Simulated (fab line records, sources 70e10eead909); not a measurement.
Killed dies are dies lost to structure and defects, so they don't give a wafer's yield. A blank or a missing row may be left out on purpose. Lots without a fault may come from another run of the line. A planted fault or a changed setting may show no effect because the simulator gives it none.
A struck lot beside a sound one | flow nand_harc | 14 steps out of a route of 1302
Sound: wafers L113.4, L113.5, L113.6. Struck: wafers L125.1, L125.2, L125.4. The cause comes at the end.
At each step with rows: each side's tool, then ch and its chambers, then its first start. Under that, the readings that differ: sound wafers | struck wafers | difference of the means | sigmas: that difference in standard deviations of wafers without a fault.
alike: readings whose means differ by less than 2 such deviations, and words and numbers that are the same on both sides. not compared: withheld readings, readings that some wafer has no value for, bounds like >300 that may hide the same value, and numbers for which the record gives no deviation and whose values overlap.
The two part at a step that has a row with sigmas, a row that says differs or no value, or rows on one side only. Numbers that don't overlap but have no deviation are shown without sigmas and don't part them. A reading that every wafer of one side lacks parts them only if that side has two wafers or more.

NHARC_P_M0_CMP_23: polishes, t overpolish 20 s, target thk 117.54 nm.
  sound on cmp-01 ch 0,1,3, day 9 10:40; struck on cmp-03 ch 0,1,3, day 14 05:49
  alike: motor_current_A, time_to_endpoint_s
NHARC_P_M0_THK_MEAS_24: measures by xrf.
  sound on film_metro-01, day 9 10:55; struck on film_metro-02, day 14 06:08
  alike: thk_nm
then, 1 step without rows for these wafers: NHARC_P_M0_SRD_25.
NHARC_P_M0_INSPECT_27:
  sound on defect_inspect-01, day 9 11:04; struck on defect_inspect-02, day 14 06:17
  alike: raw_defect_count
NHARC_P_M0_PRE_CLEAN_31: time 12 s.
  sound on pecvd-04 ch 0,1,2, day 9 11:11; struck on pecvd-03 ch 0,2, day 14 06:22
  alike: heater_power_w
NHARC_P_M0_DEP_32: deposits SiCN, target thk 30 nm.
  sound on pecvd-04 ch 0,1,2, day 9 11:21; struck on pecvd-03 ch 0,2, day 14 06:29
  alike: heater_power_w
then, 5 steps without rows for these wafers: NHARC_P_M1_DEP_00 (deposits SiOC, target thk 182.5 nm); NHARC_P_M1_DEHYDRATE_01 (time 120 s); NHARC_P_M1_HMDS_02 (time 30 s); NHARC_P_M1_COAT_34 (time 65 s); NHARC_P_M1_COAT_03 (resist thk 90 nm).
NHARC_P_M1_SOFTBAKE_04: time 55 s.
  sound on litho_track-01 ch 0, day 9 12:00; struck on litho_track-01 ch 0, day 14 07:00
  reading                  | sound                | struck               | difference | sigmas
  heater_power_total_W (W) | 188.49 188.31 188.40 | 192.28 192.17 192.22 | +3.82      | +32
  alike: exhaust_pa
then, 1 step without rows for these wafers: NHARC_P_M1_EBR_05.
-- the record jumps here: 19 days lie between the struck wafers' starts before and after (it left off in module P_M1 and takes up again in module END, whose first step shown is number 1302 of the route) --
NHARC_END_SORT_01:
  sound on prober-01 ch 0, day 27 23:59; struck on prober-02 ch 0, day 32 21:00
  alike: defect_limited_yield, killed_at_array, killed_at_other, killed_at_periphery, killed_dies, killed_open, killed_short

WHERE THEY PART
Only at NHARC_P_M1_SOFTBAKE_04, within this record. Later steps at which nothing parts them and some readings are alike: NHARC_END_SORT_01.

WHY: what the simulator had put in
Process parameter drift: litho_track-01, from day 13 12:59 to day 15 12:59, at NHARC_P_M1_SOFTBAKE_04. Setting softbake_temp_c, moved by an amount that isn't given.
